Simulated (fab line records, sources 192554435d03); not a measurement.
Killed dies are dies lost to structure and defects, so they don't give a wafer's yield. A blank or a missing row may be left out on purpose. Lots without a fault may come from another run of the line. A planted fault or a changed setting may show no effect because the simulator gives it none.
Split-lot experiment | flow n5_finfet | 7 lots, 39 wafers read, on a route of 1938 steps

THE SPLIT
At N5_BEOL_M13_TRENCH_ETCH_34 (etches SiOC in C4F8/O2/Ar, target depth 413.47 nm, time 162.6 s), the setting time_s was moved away from the recipe's 162.6 s on 12 of the 39 wafers read, by -44.9% to +26.0%. The other wafers ran this setting at the recipe's value.

FROM THE SPLIT TO THE READING: what the file shows between them, 10 steps
- N5_BEOL_M13_STRIP_70: strips in C4F8/O2/Ar
- N5_BEOL_M13_OCD_MEAS_35
- N5_BEOL_M13_STRIP_37: strips in N2/H2
- N5_BEOL_M13_ETCH_38: etches SiCN in CF4/N2, target depth 67.5 nm, time 71.9 s
- N5_BEOL_M13_ECD_47: material Cu, target thk 936 nm
- N5_BEOL_M13_ANNEAL_48: time 90 s
- N5_BEOL_M13_CMP_49: polishes, stops on SiOC, t overpolish 17.1 s, target thk 420 nm
- N5_BEOL_M13_THK_MEAS_50: measures by xrf
- N5_BEOL_M13_PRE_CLEAN_52: time 15 s
- N5_BEOL_M13_DEP_53: deposits SiCN from 3MS/NH3, target thk 50 nm, time 17.8 s

THE READING
M13_RS, in ohm/sq, at N5_BEOL_M13_RS_MEAS_54 (measures by four-point-probe). Fault-free wafers of this fab line usually give 0.0450 ohm/sq, standard deviation 0.0011 ohm/sq.

wafer  | tool, chamber at the split | time_s as run, s | against the recipe | M13_RS, ohm/sq | against lot-mates on the recipe
L083.1 | rie_diel-06, 0             | 162.6            | recipe             | 0.0458         | -
L083.2 | rie_diel-06, 1             | 162.6            | recipe             | 0.0447         | -
L083.3 | rie_diel-06, 2             | 162.6            | recipe             | 0.0438         | -
L083.4 | rie_diel-06, 3             | 162.6            | recipe             | 0.0448         | -
L083.5 | rie_diel-06, 0             | 162.6            | recipe             | 0.0456         | -
L083.6 | rie_diel-06, 3             | 162.6            | recipe             | 0.0442         | -
L081.1 | rie_diel-05, 1             | 162.6            | recipe             | 0.0470         | -
L081.2 | rie_diel-05, 3             | 162.6            | recipe             | 0.0446         | -
L081.3 | rie_diel-05, 2             | 162.6            | recipe             | 0.0440         | -
L081.4 | rie_diel-05, 0             | 162.6            | recipe             | 0.0451         | -
L081.5 | rie_diel-05, 3             | 162.6            | recipe             | 0.0451         | -
L081.6 | rie_diel-05, 0             | 162.6            | recipe             | 0.0458         | -
L084.1 | rie_diel-06, 2             | 162.6            | recipe             | 0.0443         | -
L084.5 | rie_diel-06, 3             | 162.6            | recipe             | 0.0440         | -
L084.6 | rie_diel-06, 2             | 162.6            | recipe             | 0.0440         | -
L085.1 | rie_diel-01, 0             | 123.3            | -24.2%             | 0.0608         | +0.0157
L085.2 | rie_diel-01, 2             | 162.6            | recipe             | 0.0435         | -
L085.3 | rie_diel-01, 3             | 162.6            | recipe             | 0.0457         | -
L085.4 | rie_diel-01, 2             | 123.3            | -24.2%             | 0.0578         | +0.0127
L085.5 | rie_diel-01, 3             | 123.3            | -24.2%             | 0.0603         | +0.0152
L085.6 | rie_diel-01, 0             | 162.6            | recipe             | 0.0461         | -
L094.1 | rie_diel-05, 1             | 108.9            | -33.0%             | 0.0710         | +0.0258
L094.2 | rie_diel-05, 0             | 162.6            | recipe             | 0.0453         | -
L094.3 | rie_diel-05, 3             | 108.9            | -33.0%             | 0.0688         | +0.0236
L094.4 | rie_diel-05, 2             | 162.6            | recipe             | 0.0448         | -
L094.5 | rie_diel-05, 0             | 108.9            | -33.0%             | 0.0684         | +0.0232
L094.6 | rie_diel-05, 3             | 162.6            | recipe             | 0.0454         | -
L095.1 | rie_diel-05, 3             | 89.65            | -44.9%             | 0.0841         | +0.0385
L095.2 | rie_diel-05, 1             | 89.65            | -44.9%             | 0.0860         | +0.0404
L095.3 | rie_diel-05, 2             | 89.65            | -44.9%             | 0.0820         | +0.0364
L095.4 | rie_diel-05, 3             | 162.6            | recipe             | 0.0452         | -
L095.5 | rie_diel-05, 1             | 162.6            | recipe             | 0.0472         | -
L095.6 | rie_diel-05, 2             | 162.6            | recipe             | 0.0444         | -
L096.1 | rie_diel-01, 3             | 204.9            | +26.0%             | 0.0363         | -0.0087
L096.2 | rie_diel-01, 1             | 162.6            | recipe             | 0.0451         | -
L096.3 | rie_diel-01, 0             | 204.9            | +26.0%             | 0.0363         | -0.0087
L096.4 | rie_diel-01, 2             | 162.6            | recipe             | 0.0440         | -
L096.5 | rie_diel-01, 3             | 162.6            | recipe             | 0.0458         | -
L096.6 | rie_diel-01, 0             | 204.9            | +26.0%             | 0.0361         | -0.0089

THE FIT
A straight line over all 39 wafers: M13_RS changes by -0.000697 ohm/sq for each +1% of time_s; r = -0.96; the points scatter about the line by 0.0035 ohm/sq.
The same after taking each lot's own level away (the mean of its wafers on the recipe; 39 wafers): -0.000689 ohm/sq for each +1%; r = -0.96; scatter 0.0034 ohm/sq.
On that fit, the largest move of time_s shifts the reading by 0.031 ohm/sq.
The lots' own levels span 0.04410 to 0.04560 ohm/sq, that is 1.4 times the standard deviation above.
So the lot-to-lot level changes the slope little: the two slopes agree.
Check: with one of the wafers moved furthest among these (-44.9%) left out of the fit, the line predicts +0.031 ohm/sq for it against its lot-mates. It came out at +0.0385 ohm/sq against them.

THE WHOLE CHAIN: every reading that the file lists as answering this split, in the file's order
step                       | what it does                                                    | reading                                                                       | change (the file's fit)               | r (the file's)
N5_BEOL_M13_TRENCH_ETCH_34 | etches SiOC in C4F8/O2/Ar, target depth 413.47 nm, time 162.6 s | etch.depth_nm (the simulator's own value, which no gauge read)                | +4.08 nm for each +1% of the setting  | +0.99
N5_BEOL_M13_OCD_MEAS_35    |                                                                 | trench_depth_nm                                                               | +4.08 nm for each +1% of the setting  | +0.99
N5_BEOL_M13_CMP_49         | polishes, stops on SiOC, t overpolish 17.1 s, target thk 420 nm | Cu_of_BEOL_M13_ECD_47.thk_nm (the simulator's own value, which no gauge read) | +4.08 nm for each +1% of the setting  | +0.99
N5_BEOL_M13_THK_MEAS_50    | measures by xrf                                                 | M13_THK                                                                       | +3.96 for each +1% of the setting     | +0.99
N5_BEOL_M13_RS_MEAS_54     | measures by four-point-probe                                    | M13_RS                                                                        | -0.000711 for each +1% of the setting | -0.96

THE FILE'S OWN FIT
M13_RS changes by -0.000711 ohm/sq for each +1% of time_s, r = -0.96.
